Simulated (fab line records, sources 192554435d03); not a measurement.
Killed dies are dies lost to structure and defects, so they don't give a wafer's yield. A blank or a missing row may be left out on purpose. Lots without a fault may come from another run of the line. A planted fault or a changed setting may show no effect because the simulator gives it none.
Problem report in the 8D (eight disciplines) form, filled by code | flow n5_finfet | the parts of the form that need people (team, actions taken, sign-off) are left out

1. THE PROBLEM
susceptor_temp_C at N5_PMOS_HMC_CHANNEL_EPI_EPI_20 reads a mean of 607.36 C on 6 wafers of 2 lots; wafers without a fault read 600.08 C with a standard deviation of 0.29. That is +25 standard deviations from the usual mean.
The step: deposits SiGe30, target thk 59 nm.
First seen on wafer L531.1, day 3 07:17, on epi_rpcvd-04. The record holds 30 wafers of 10 lots with a number at this step. Rule for "out", or "out of limits": more than 4 standard deviations from the usual mean. The other wafers with a number count as sound.

2. WHAT IT IS AND WHAT IT IS NOT
question                    | is                                     | is not
which readings at this step | susceptor_temp_C, susceptor_temp_C_max | -
which lots                  | L531, L533                             | L527, L530, L540, L544, L545, L546, L547, L548
which wafers of those lots  | all that have a number                 | -
read on which tools         | epi_rpcvd-04                           | epi_rpcvd-02, epi_rpcvd-03
when                        | from day 3 07:17                       | up to then (6 sound wafers); but 18 sound wafers of L540, L544, L545, L546, L547, L548 came after

3. SUSPECTS, AND WHAT RULES EACH OUT
Counting: a tool at a process step up to the reading stays a suspect if it ran every lot that is out and no sound lot after the first of them.
- epi_rpcvd-04 at N5_PMOS_HMC_CHANNEL_EPI_EPI_20 (deposits SiGe30, target thk 59 nm): ruled out as a lasting fault. Sound lots L545, L547 ran on it after its first lot that is out, L531 (day 3 07:17).
Left after counting: nothing in the record.

4. THE CAUSE (what the simulator had put in)
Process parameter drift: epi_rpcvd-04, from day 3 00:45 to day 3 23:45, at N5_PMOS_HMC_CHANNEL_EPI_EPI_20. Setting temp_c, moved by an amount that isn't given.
Counting ruled it out, wrongly.

5. THE CHAIN OF EFFECTS, in route order
Each row: a reading whose mean over the struck wafers that have a number lies more than 3 standard deviations from the usual. Only readings for which the record gives a usual standard deviation are gone through. hours: the time from each lot's start at the first step in this table that gives one to its start at this step, as a median over the lots. sigmas: the change in usual standard deviations.
hours | step                           | reading              | usual    | on struck wafers | change | sigmas
0     | N5_PMOS_HMC_CHANNEL_EPI_EPI_20 | susceptor_temp_C     | 600.08 C | 607.36           | +7.28  | +25
0     | N5_PMOS_HMC_CHANNEL_EPI_EPI_20 | susceptor_temp_C_max | 601.9    | 609.8            | +7.9   | +8.5
The process steps in it:
- N5_PMOS_HMC_CHANNEL_EPI_EPI_20: deposits SiGe30, target thk 59 nm.
Later measuring or inspecting steps at which every struck wafer that the step has a row for has a number for every such reading, and none has moved that far: N5_PMOS_HMC_CHANNEL_EPI_INSPECT_30, N5_BEOL_M4_RC_MEAS_101.

6. WHAT WOULD HAVE CAUGHT IT SOONER
In this record the first reading out of limits was taken at day 3 07:17, 7 hours after the fault began at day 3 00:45.
